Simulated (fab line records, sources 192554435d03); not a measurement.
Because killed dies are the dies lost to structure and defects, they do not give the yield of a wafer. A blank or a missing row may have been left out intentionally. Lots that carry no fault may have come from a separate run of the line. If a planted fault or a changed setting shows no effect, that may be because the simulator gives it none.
One fault through the eyes of 3 desks + flow n5_finfet + numbers are kept per desk, each desk with only its own; the story behind them comes last

THE TOOL OWNER'S DESK: rie_diel-04
The tool's own readings at N5_BEOL_M11_ETCH_66 (etches SOC in N2/H2, target depth 120 nm, overetch 24 nm, time 180 s): means of the sampled wafers that have a number, for each lot that ran on this tool. Any lot whose mean is over 4 standard deviations away from the usual mean is out of limits and marked OUT; that distance is given in the brackets.
Columns: A = drypump_motor_current_A at N5_BEOL_M11_ETCH_66, usual 5.4 A; B = oes_product_au at N5_BEOL_M11_ETCH_66, usual 0.66 a.u.; C = rf_fwd_power_W at N5_BEOL_M11_ETCH_66, usual 836.1 W; D = rf_vpp_V at N5_BEOL_M11_ETCH_66, usual 524.9 V; E = run_length_s at N5_BEOL_M11_ETCH_66, usual 203.3 s; F = showerhead_plenum_p_Torr at N5_BEOL_M11_ETCH_66, usual 2.58 Torr; G = throttle_valve_pct at N5_BEOL_M11_ETCH_66, usual 17.8 %
| lot  | first seen here | A   | B    | C     | D     | E               | F    | G    |
|------|-----------------|-----|------|-------|-------|-----------------|------|------|
| L103 | day 11 00:48    | 5.3 | 0.60 | 838.3 | 524.1 | 202.7           | 2.55 | 18.0 |
| L107 | day 12 05:56    | 5.6 | 0.65 | 835.3 | 525.1 | 203.4           | 2.58 | 17.7 |
| L110 | day 12 17:55    | 5.6 | 0.62 | 835.7 | 525.0 | 203.7           | 2.57 | 17.9 |
| L117 | day 14 16:46    | 5.4 | 0.59 | 838.3 | 523.6 | 237.1 (+83) OUT | 2.56 | 17.7 |
| L120 | day 14 19:53    | 5.4 | 0.57 | 836.4 | 522.8 | 237.1 (+82) OUT | 2.54 | 17.8 |
| L119 | day 14 21:30    | 5.3 | 0.55 | 839.9 | 523.5 | 236.5 (+81) OUT | 2.54 | 17.9 |
This desk finds L117, L119, L120 out of limits, L117 being first, at day 14 16:46 (run_length_s at N5_BEOL_M11_ETCH_66). L103, L107, L110 stayed within limits.

THE DEFECT DESK
Inspection counts along the route, by lot: the mean over sampled wafers that carry a number. Any lot whose mean is over 4 standard deviations away from the usual mean is out of limits and marked OUT; that distance is given in the brackets.
Columns: A = raw_defect_count at N5_BEOL_M11_INSPECT_13, usual 439
| lot  | first seen here | A   |
|------|-----------------|-----|
| L103 | day 10 20:58    | 589 |
| L105 | day 10 21:16    | 396 |
| L107 | day 12 02:54    | 337 |
| L110 | day 12 15:19    | 453 |
| L111 | day 13 10:21    | 379 |
| L117 | day 14 13:58    | 324 |
| L120 | day 14 18:19    | 351 |
| L119 | day 14 18:31    | 387 |
| L123 | day 15 15:11    | 471 |
| L125 | day 15 23:42    | 472 |
| L126 | day 16 08:46    | 430 |
This desk's verdict: no lot among the 11 shows anything out of limits.

AT THE METROLOGY DESK
Means of the sampled wafers that have a number, per lot and without regard to the tool the lot ran on: this is what the gauges read. Any lot whose mean is over 4 standard deviations away from the usual mean is out of limits and marked OUT; that distance is given in the brackets.
Columns: A = cd_nm at N5_BEOL_M11_CD_MEAS_35, usual 69.9 nm
| lot  | first seen here | A    |
|------|-----------------|------|
| L105 | day 11 00:58    | 69.2 |
| L103 | day 11 01:22    | 70.2 |
| L107 | day 12 06:29    | 69.7 |
| L110 | day 12 18:29    | 69.7 |
| L111 | day 13 12:17    | 69.9 |
| L117 | day 14 17:19    | 69.7 |
| L120 | day 14 20:28    | 69.4 |
| L119 | day 14 22:04    | 70.1 |
| L123 | day 15 18:29    | 70.5 |
| L125 | day 16 03:42    | 69.6 |
| L126 | day 16 13:14    | 70.8 |
This desk's verdict: no lot among the 11 shows anything out of limits.

BROUGHT TOGETHER
The tool owner's desk had the chance to raise an alarm at day 14 16:46 on L117, L119, L120.
Nothing the defect desk looked at was out of limits.
From the metrology desk's view, nothing was out of limits.
The defect desk has L117, L119, L120 on record, within its limits.
The metrology desk has L117, L119, L120 on record, within its limits.
Every lot named ran N5_BEOL_M11_ETCH_66 on rie_diel-04.

WHAT HAD BEEN PUT IN BY THE SIMULATOR
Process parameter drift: rie_diel-04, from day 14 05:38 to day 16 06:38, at N5_BEOL_M11_ETCH_66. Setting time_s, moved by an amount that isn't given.
Shown lots that were struck: L117, L119, L120.
Time in hours from fault onset to the first out-of-limits reading at each desk: the tool owner's desk, 11.
